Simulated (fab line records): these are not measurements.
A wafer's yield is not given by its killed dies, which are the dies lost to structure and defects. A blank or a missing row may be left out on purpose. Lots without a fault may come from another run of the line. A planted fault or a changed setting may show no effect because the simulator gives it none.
fab line records	flow n5_finfet
record: lots: 10	wafers: 30	last_day: 21
route steps=1938 shown BEOL_M9@1421
lots with no fault: from the same line, run without faults
start_h: start of the lot's first displayed wafer, in hours after the record's first day	wait_h: hours elapsed since this lot's preceding step	" the same as in the row above	L1.1+2: a row that stands for several wafers	- no value, or no start given	* or withheld: withheld	< > ~ a bound
route shown NAME@n: a module of which the file shows steps, and the number in the route of the first	usual: the fault-free wafers' mean and standard deviation	same: alike in all rows	chamber/n: place in a boat	sites: each site's reading	_std_site: their standard deviation	_edge_site: the outer-site mean with the inner-site mean subtracted	radius_mm: how far each site lies from the wafer's centre	mask NAME#n: copy n	behind: the tool/chamber that last shaped the wafer	hold: what put the lot on hold/how long, in hours/how the hold closed	device: whichever transistor did not switch (one of n, p or np)	end of line: the same wafers' tests at the end of the route	a step given without rows: its recipe and nothing more	killed: count of dies lost to structure and defects at first sort (not the wafer's yield)	map: a wafer's dies, marking killed ones x, the rest . and places with no die _
set.NAME: the setting the step ran with; set.NAME@STEP: the setting that earlier step ran with	model.NAME: the simulator's own value behind a step, which no gauge read
steps of the route over a sample of lots; a table a step, a row a wafer
services: the hour from which a tool's chamber was out of use, counted from the record's first day as start_h (under 0 if before that day), plus the number of hours and why
== steps ==
step: N5_BEOL_M9_STRIP_67
recipe: chemistry: CF4	resist: SiARC	power_w: 300	bias_power_w: 75	pressure_mtorr: 50	cf4_flow_sccm: 150	rf_frequency_hz: 6e+07
usual: drypump_motor_current_A: 5.8/0.36	oes_product_au: 0.81/0.065	power_w: 300.0/0.87	rf_vpp_V: 271.3/1.4	showerhead_plenum_p_Torr: 1.80/0.053	throttle_valve_pct: 13.54/0.2
lot.wafer	tool	chamber	start_h	wait_h	drypump_motor_current_A	oes_product_au	power_w	rf_hours_counter_h	rf_vpp_V	showerhead_plenum_p_Torr	throttle_valve_pct
L617.1	rie_diel-01	2	229.60	0.0	5.7	0.80	301.1	87	270.8	1.82	13.78
L617.3	"	3	"	"	6.1	0.88	300.6	44	271.2	1.83	13.39
L617.5	"	0	"	"	5.4	0.89	300.1	-	270.4	1.76	13.45
L622.1	rie_diel-06	2	289.22	0.0	5.5	0.77	300.9	137	271.5	1.79	13.52
L622.3	"	0	"	"	6.5	0.75	299.1	175	272.3	1.85	13.59
L622.4	"	2	"	"	5.5	0.78	301.0	-	271.8	1.79	13.52
L627.4	rie_diel-01	3	358.87	0.0	6.1	0.84	298.8	75	269.9	1.82	13.43
L627.5	"	0	"	"	5.4	0.85	300.8	-	269.6	1.75	13.52
L627.6	"	3	"	"	6.1	0.84	300.4	-	272.1	1.82	13.43
L628.1	rie_diel-01	1	368.40	0.0	5.6	0.90	298.5	27	273.8	1.90	13.42
L628.2	"	2	"	"	5.7	0.77	298.8	117	272.6	1.81	13.85
L628.6	"	3	"	"	6.1	0.83	300.7	-	271.2	1.82	13.47
L630.2	rie_diel-01	0	388.16	0.0	5.4	0.84	299.9	64	270.1	1.75	13.55
L630.4	"	3	"	"	6.1	0.83	299.7	81	271.7	1.82	13.46
L630.6	"	3	"	"	6.1	0.83	298.8	-	270.0	1.82	13.47
L633.3	rie_diel-06	1	388.20	0.0	6.2	0.87	300.8	56	269.6	1.76	13.63
L633.5	"	1	"	"	6.2	0.87	300.6	-	269.8	1.76	13.65
L633.6	"	0	"	"	6.5	0.73	300.1	-	271.0	1.85	13.68
L638.4	rie_diel-03	0	415.90	0.0	6.0	0.80	299.3	104	270.6	1.74	13.72
L638.5	"	1	"	"	5.2	0.91	301.1	-	271.0	1.83	13.09
L638.6	"	0	"	"	6.0	0.79	298.6	-	268.9	1.74	13.73
L640.3	rie_diel-03	0	416.15	0.0	6.0	0.80	299.1	104	269.3	1.74	13.73
L640.4	"	3	"	"	6.2	0.76	300.6	161	269.3	1.72	13.53
L640.5	"	0	"	"	6.0	0.79	300.1	-	270.4	1.74	13.72
L635.1	rie_diel-06	0	428.98	0.0	6.5	0.73	300.1	205	273.2	1.84	13.67
L635.2	"	3	"	"	5.8	0.89	299.9	25	273.6	1.89	13.08
L635.5	"	3	"	"	5.8	0.90	301.0	-	272.5	1.89	13.06
L639.3	rie_diel-06	0	447.04	0.0	6.5	0.72	300.8	210	273.3	1.84	13.70
L639.4	"	2	"	"	5.5	0.74	299.4	173	272.6	1.78	13.61
L639.6	"	3	"	"	5.8	0.87	299.0	-	273.1	1.89	13.09
step: N5_BEOL_M9_STRIP_19
recipe: chemistry: O2	power_w: 400	temp_c: 40	pressure_mtorr: 30	rf_frequency_hz: 6e+07	bias_power_w: 0	overash_fraction: 0.2	o2_flow_sccm: 225
usual: drypump_motor_current_A: 5.8/0.36	oes_product_au: 0.81/0.069	rf_vpp_V: 3.8/0.63	showerhead_plenum_p_Torr: 2.10/0.072	throttle_valve_pct: 16.64/0.19
lot.wafer	tool	chamber	start_h	wait_h	drypump_motor_current_A	oes_product_au	rf_hours_counter_h	rf_vpp_V	showerhead_plenum_p_Torr	throttle_valve_pct
L617.1	rie_diel-03	2	229.75	0.1	5.8	0.82	69	2.7	2.12	16.59
L617.3	"	0	"	"	6.0	0.85	54	4.8	2.06	16.83
L617.5	"	2	"	"	5.9	0.82	-	3.0	2.12	16.60
L622.1	rie_diel-06	3	289.37	0.1	5.8	0.68	260	4.5	1.97	16.61
L622.3	"	0	"	"	6.5	0.74	175	4.9	2.18	16.75
L622.4	"	3	"	"	5.8	0.68	-	3.9	1.97	16.62
L627.4	rie_diel-01	0	359.02	0.1	5.4	0.85	57	3.2	2.04	16.66
L627.5	"	2	"	"	5.7	0.78	-	2.8	2.11	16.93
L627.6	"	3	"	"	6.1	0.84	-	3.8	2.13	16.57
L628.1	rie_diel-03	0	368.65	0.2	6.0	0.80	92	3.2	2.04	16.90
L628.2	"	1	"	"	5.2	0.95	11	3.5	2.14	16.15
L628.6	"	2	"	"	5.9	0.78	-	4.4	2.11	16.69
L630.2	rie_diel-06	3	388.31	0.1	5.8	0.92	15	4.2	2.23	16.16
L630.4	"	1	"	"	6.3	0.87	56	4.0	2.04	16.71
L630.6	"	1	"	"	6.3	0.87	-	2.3	2.04	16.72
L633.3	rie_diel-01	1	388.38	0.1	5.6	0.89	31	3.7	2.23	16.59
L633.5	"	0	"	"	5.4	0.84	-	3.5	2.04	16.66
L633.6	"	1	"	"	5.6	0.89	-	3.5	2.23	16.61
L638.4	rie_diel-01	1	416.09	0.1	5.6	0.89	39	3.5	2.23	16.60
L638.5	"	1	"	"	5.6	0.89	-	3.2	2.23	16.61
L638.6	"	0	"	"	5.4	0.84	-	4.1	2.04	16.69
L640.3	rie_diel-03	0	416.40	0.1	6.0	0.80	104	3.7	2.04	16.92
L640.4	"	1	"	"	5.2	0.91	23	3.9	2.14	16.19
L640.5	"	2	"	"	5.9	0.78	-	4.2	2.11	16.69
L635.1	rie_diel-01	2	429.16	0.1	5.7	0.76	134	3.9	2.10	16.97
L635.2	"	0	"	"	5.4	0.83	75	4.4	2.04	16.70
L635.5	"	2	"	"	5.7	0.77	-	2.8	2.10	16.97
L639.3	rie_diel-01	3	447.19	0.1	6.0	0.81	100	3.5	2.12	16.61
L639.4	"	0	"	"	5.4	0.83	81	3.6	2.03	16.68
L639.6	"	0	"	"	5.4	0.82	-	4.5	2.03	16.70
step: N5_BEOL_M9_VIA_ETCH_34
recipe: chemistry: C4F6/O2	target: SiCOH_lowk	target_depth_a: 1824	mask_material: SOC	taper_deg: 4	time_s: 68.4	ion_energy_ev: 250	pressure_mtorr: 30	source_w: 345	bias_w: 185	Ar_flow_sccm: 300	C4F6_flow_sccm: 10	O2_flow_sccm: 10
usual: drypump_motor_current_A: 5.8/0.35	oes_f_703_au: 0.81/0.063	oes_o_777_au: 0.81/0.061	oes_product_au: 0.81/0.066	rf_fwd_power_W: 341.7/1.3	rf_vpp_V: 663/7.6	showerhead_plenum_p_Torr: 2.86/0.089	throttle_valve_pct: 20.89/0.19
lot.wafer	tool	chamber	start_h	wait_h	drypump_motor_current_A	oes_f_703_au	oes_o_777_au	oes_product_au	rf_fwd_power_W	rf_hours_counter_h	rf_vpp_V	showerhead_plenum_p_Torr	throttle_valve_pct
L617.1	rie_diel-01	2	231.32	0.0	5.7	0.78	0.79	0.81	343.0	87	672	2.87	21.12
L617.3	"	0	"	"	5.4	0.88	0.88	0.90	340.1	26	661	2.80	20.92
L617.5	"	0	"	"	5.4	0.89	0.87	0.90	340.0	-	659	2.80	20.94
L622.1	rie_diel-06	3	291.58	0.0	5.8	0.67	0.68	0.66	340.7	260	655	2.69	20.79
L622.3	"	0	"	"	6.5	0.74	0.76	0.73	341.1	175	668	2.95	20.90
L622.4	"	0	"	"	6.5	0.75	0.75	0.74	342.0	-	668	2.95	20.90
L627.4	rie_diel-01	3	360.92	0.0	6.0	0.61	0.64	0.80	257.8	75	751	2.87	20.76
L627.5	"	3	"	"	6.1	0.62	0.64	0.79	258.3	-	751	2.87	20.74
L627.6	"	0	"	"	5.4	0.59	0.62	0.79	259.8	-	758	2.79	20.98
L628.1	rie_diel-01	1	372.14	0.0	5.6	0.64	0.67	0.85	262.0	27	772	3.02	20.87
L628.2	"	2	"	"	5.7	0.53	0.57	0.72	260.0	117	774	2.86	21.15
L628.6	"	3	"	"	6.1	0.61	0.64	0.79	258.1	-	751	2.87	20.77
L630.2	rie_diel-01	3	389.04	0.0	6.1	0.61	0.64	0.78	259.6	81	750	2.87	20.76
L630.4	"	0	"	"	5.4	0.59	0.61	0.78	256.7	64	759	2.78	20.97
L630.6	"	3	"	"	6.1	0.61	0.63	0.77	258.4	-	749	2.87	20.77
L633.3	rie_diel-03	1	389.31	0.0	5.2	0.92	0.92	0.92	340.2	17	675	2.91	20.41
L633.5	"	2	"	"	5.9	0.79	0.80	0.78	342.4	-	657	2.87	20.96
L633.6	"	1	"	"	5.2	0.92	0.91	0.92	339.7	-	676	2.90	20.43
L640.3	rie_diel-06	3	418.50	0.0	5.8	0.90	0.91	0.91	340.6	21	668	3.02	20.45
L640.4	"	2	"	"	5.5	0.76	0.76	0.75	342.0	164	663	2.85	20.95
L640.5	"	2	"	"	5.5	0.76	0.76	0.75	340.4	-	663	2.85	20.94
L638.4	rie_diel-03	0	418.54	0.0	6.0	0.80	0.80	0.80	342.7	105	671	2.76	21.15
L638.5	"	1	"	"	5.2	0.91	0.90	0.91	340.0	-	674	2.90	20.41
L638.6	"	2	"	"	5.9	0.79	0.78	0.77	344.2	-	658	2.87	20.97
L635.1	rie_diel-03	0	432.79	0.0	6.0	0.79	0.79	0.79	342.9	109	672	2.76	21.14
L635.2	"	1	"	"	5.2	0.89	0.90	0.91	340.4	27	675	2.90	20.43
L635.5	"	3	"	"	6.2	0.75	0.75	0.74	343.9	-	657	2.72	20.78
L639.3	rie_diel-01	1	451.20	0.0	5.6	0.85	0.85	0.86	343.1	50	670	3.01	20.90
L639.4	"	3	"	"	6.1	0.83	0.83	0.81	342.5	101	652	2.86	20.80
L639.6	"	2	"	"	5.7	0.74	0.74	0.75	342.9	-	671	2.85	21.20
step: N5_BEOL_M9_CD_MEAS_35
recipe: target_cd_nm: 70	target_cd_y_nm: 40	polarity: opening
usual: cd_nm: 70.0/0.51
lot.wafer	tool	chamber	start_h	wait_h	cd_nm
L617.1	cd_sem-01	-	231.75	0.0	70.4
L617.3	"	-	"	"	70.4
L617.5	"	-	"	"	69.9
L622.1	cd_sem-03	-	292.00	0.0	69.6
L622.3	"	-	"	"	69.2
L622.4	"	-	"	"	70.1
L627.4	cd_sem-02	-	361.36	0.0	70.3
L627.5	"	-	"	"	71.0
L627.6	"	-	"	"	70.3
L628.1	cd_sem-03	-	372.58	0.0	70.7
L628.2	"	-	"	"	70.0
L628.6	"	-	"	"	70.6
L630.2	cd_sem-02	-	389.48	0.0	69.8
L630.4	"	-	"	"	69.5
L630.6	"	-	"	"	69.9
L633.3	cd_sem-01	-	389.75	0.0	70.2
L633.5	"	-	"	"	69.9
L633.6	"	-	"	"	70.4
L640.3	cd_sem-02	-	418.95	0.0	70.5
L640.4	"	-	"	"	71.0
L640.5	"	-	"	"	70.3
L638.4	cd_sem-01	-	419.03	0.0	70.2
L638.5	"	-	"	"	70.2
L638.6	"	-	"	"	70.5
L635.1	cd_sem-03	-	433.22	0.0	69.4
L635.2	"	-	"	"	69.6
L635.5	"	-	"	"	70.2
L639.3	cd_sem-02	-	451.63	0.0	69.0
L639.4	"	-	"	"	70.3
L639.6	"	-	"	"	69.9
== services ==
tool	chamber	start_h	hours	kind
rie_diel-01	2	208.89	1.8	repair
rie_diel-01	-	225.35	2.8	pm
rie_diel-01	1	228.66	-	clean
rie_diel-01	1	228.66	-	consumable_replace:focus_ring
rie_diel-01	1	228.66	-	consumable_replace:showerhead
rie_diel-01	1	228.66	18.6	scheduled_down
rie_diel-01	1	228.66	18.6	vent_cycle
rie_diel-01	2	254.21	11.8	repair
rie_diel-06	3	270.58	2.7	repair
rie_diel-03	1	291.71	-	clean
rie_diel-03	1	291.71	-	consumable_replace:focus_ring
rie_diel-03	1	291.71	26.1	scheduled_down
rie_diel-03	1	291.71	26.1	vent_cycle
rie_diel-06	3	293.02	-	clean
rie_diel-06	3	293.02	-	consumable_replace:focus_ring
rie_diel-06	3	293.02	-	consumable_replace:showerhead
rie_diel-06	3	293.02	24.9	scheduled_down
rie_diel-06	3	293.02	24.9	vent_cycle
rie_diel-01	0	323.77	1.3	repair
rie_diel-01	-	424.75	0.6	repair
== key ==
first_sign: step: N5_BEOL_M9_VIA_ETCH_34	reading: rf_fwd_power_W	direction: down	sigmas: 65	usual: *	struck: *
effect: step: N5_BEOL_M9_VIA_ETCH_34	reading: rf_vpp_V	direction: up	sigmas: 12	usual: 663	struck: 757
met_at N5_BEOL_M9_VIA_ETCH_34
struck_lots L627,L628,L630
not_acting_at N5_BEOL_M9_STRIP_67,N5_BEOL_M9_STRIP_19,N5_BEOL_M9_CD_MEAS_35
onset_between 231.32 360.92
fault: kind: process_parameter_drift	tool: rie_diel-01	chamber: -	onset_h: 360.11	steps: N5_BEOL_M9_VIA_ETCH_34	channel: source_w	offset: -82.8	shape: step	end_h: 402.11	acts_in: these_recipes_only	stated: 345
